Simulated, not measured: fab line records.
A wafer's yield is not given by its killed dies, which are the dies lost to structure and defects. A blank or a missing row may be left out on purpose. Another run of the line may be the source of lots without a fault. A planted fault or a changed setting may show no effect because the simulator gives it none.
Matching of chambers -- flow nand harc -- rie diel-05 running NHARC_A_M0_DESCUM_14: 4 sister chambers
The step chemistry O2, time 3 s. 8 wafers are shown with their chamber, then 8 later ones without.

## EACH WAFER AND ITS CHAMBER
wafer,chamber,showerhead plenum p Torr (Torr),drypump motor current A (A)
L330.2,1,1.89,5.9
L337.5,0,1.90,6.0
L335.4,0,1.90,6.0
L335.5,2,1.98,5.6
L341.2,1,1.88,6.0
L341.3,3,1.78,5.4
L341.6,3,1.78,5.5
L343.3,2,1.98,5.6

## WAFERS MISSING THEIR CHAMBER
wafer,showerhead plenum p Torr (Torr),drypump motor current A (A)
L343.5,1.78,5.5
L343.6,1.90,6.0
L342.3,1.88,6.0
L342.4,1.89,6.0
L342.6,1.88,6.0
L351.2,1.98,5.6
L351.3,1.88,6.0
L351.4,1.77,5.5

## THE CHAMBER EACH PASSED THROUGH
wafer,from the rows above,in truth
L343.5,3,3
L343.6,0,0
L342.3,1,1
L342.4,can't be placed: 1 or 0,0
L342.6,1,1
L351.2,2,2
L351.3,1,1
L351.4,3,3
Correct placement for 7 of the 8. From these rows, 1 cannot be placed; in 1 the true chamber is one of the candidates. Wrongly placed: 0.
How it was worked out, from the rows above alone: a wafer's distance from a chamber is the root of the sum, over the readings, of the square of ((its reading less the chamber's mean) divided by the reading's scatter). The wafer belongs to the nearest chamber; if the next one is less than 2 further off, it can't be placed. Each chamber's mean is taken over the wafers shown for it. The scatter: the root of (the sum of the squares of (reading less its chamber's mean) over the shown wafers, divided by (wafers less chambers)).
